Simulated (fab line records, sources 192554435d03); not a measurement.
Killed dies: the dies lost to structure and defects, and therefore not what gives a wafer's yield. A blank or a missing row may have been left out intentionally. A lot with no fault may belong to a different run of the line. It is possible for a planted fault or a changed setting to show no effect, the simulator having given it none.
Split-lot study + flow n5 finfet + 7 lots, 21 wafers read, on a route of 1938 steps

THE SPLIT
At N5_BEOL_M5_ILD_DEP_00 (deposits SiCOH lowk from DEMS/porogen, target thk 140.64 nm, time 25.9 s), the setting time s was moved away from the recipe's 25.9 s on 7 of the 21 wafers read, by +5.9% to +14.9%. All remaining wafers had this setting at the recipe value.

SPLIT TO READING: what lies between them in the file, 1 step
- N5_BEOL_M5_CURE_79: cures SiCOH lowk, time 240 s

THE READING
M5_ILD_THK, in nm, at N5_BEOL_M5_THK_MEAS_01. A value of 121.7 nm with a standard deviation of 1.5 nm is what fault-free wafers of this fab line usually give.

| wafer  | tool, chamber at the split | time s as run, s | against the recipe | M5_ILD_THK, nm | against lot-mates on the recipe |
|--------|----------------------------|------------------|--------------------|----------------|---------------------------------|
| L075.3 | pecvd-04, 2                | 25.9             | recipe             | 120.7          | -                               |
| L075.4 | pecvd-04, 2                | 29.15            | +12.5%             | 137.4          | +15.1                           |
| L075.5 | pecvd-04, 1                | 25.9             | recipe             | 124.0          | -                               |
| L080.2 | pecvd-04, 2                | 25.9             | recipe             | 123.0          | -                               |
| L080.4 | pecvd-04, 2                | 25.9             | recipe             | 124.6          | -                               |
| L080.5 | pecvd-04, 0                | 25.9             | recipe             | 122.3          | -                               |
| L082.1 | pecvd-03, 0                | 25.9             | recipe             | 123.9          | -                               |
| L082.3 | pecvd-03, 1                | 28.54            | +10.2%             | 134.1          | +9.8                            |
| L082.4 | pecvd-03, 1                | 25.9             | recipe             | 124.7          | -                               |
| L086.4 | pecvd-04, 2                | 29.76            | +14.9%             | 140.5          | +18.7                           |
| L086.5 | pecvd-04, 1                | 29.76            | +14.9%             | 140.8          | +19.0                           |
| L086.6 | pecvd-04, 0                | 25.9             | recipe             | 121.8          | -                               |
| L096.3 | pecvd-01, 1                | 27.42            | +5.9%              | 127.8          | +4.5                            |
| L096.4 | pecvd-01, 2                | 27.42            | +5.9%              | 130.8          | +7.5                            |
| L096.5 | pecvd-01, 0                | 25.9             | recipe             | 123.3          | -                               |
| L092.2 | pecvd-01, 0                | 25.9             | recipe             | 121.0          | -                               |
| L092.4 | pecvd-01, 1                | 25.9             | recipe             | 124.3          | -                               |
| L092.5 | pecvd-01, 2                | 25.9             | recipe             | 125.0          | -                               |
| L097.1 | pecvd-03, 2                | 25.9             | recipe             | 119.5          | -                               |
| L097.3 | pecvd-03, 1                | 25.9             | recipe             | 121.5          | -                               |
| L097.5 | pecvd-03, 1                | 28.46            | +9.9%              | 135.5          | +15.0                           |

FIT RESULTS
A straight line over all 21 wafers: M5_ILD_THK changes by +1.18 nm for each +1% of time s; r = +0.97; the points scatter about the line by 1.5 nm.
The same after taking each lot's own level away (the mean of its wafers on the recipe; 21 wafers): +1.23 nm for each +1%; r = +0.98; scatter 1.5 nm.
On that fit, the largest move of time s shifts the reading by 18 nm.
The lots' own levels span 120.50 to 124.30 nm, that is 2.5 times the standard deviation above.
Consequently the slope shifts little with the lot-to-lot level, the two slopes agreeing.
Check: with one of the wafers moved furthest among these (+14.9%) left out of the fit, the line predicts +18.2 nm for it against its lot-mates. Against them it came out at +18.7 nm.

THE WHOLE CHAIN: every reading that the file lists as answering this split, in the file's order
| step                   | what it does                                                             | reading                                                                                  | change (the file's fit)              | r (the file's) |
|------------------------|--------------------------------------------------------------------------|------------------------------------------------------------------------------------------|--------------------------------------|----------------|
| N5_BEOL_M5_ILD_DEP_00  | deposits SiCOH lowk from DEMS/porogen, target thk 140.64 nm, time 25.9 s | SiCOH_lowk_of_BEOL_M5_ILD_DEP_00.thk nm (the simulator's own value, which no gauge read) | +1.4 nm for each +1% of the setting  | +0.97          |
| N5_BEOL_M5_CURE_79     | cures SiCOH lowk, time 240 s                                             | SiCOH_lowk_of_BEOL_M5_ILD_DEP_00.thk nm (the simulator's own value, which no gauge read) | +1.22 nm for each +1% of the setting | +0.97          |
| N5_BEOL_M5_THK_MEAS_01 |                                                                          | M5_ILD_THK                                                                               | +1.22 for each +1% of the setting    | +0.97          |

FILE'S OWN FIT
M5_ILD_THK changes by +1.22 nm for each +1% of time s, r = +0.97.
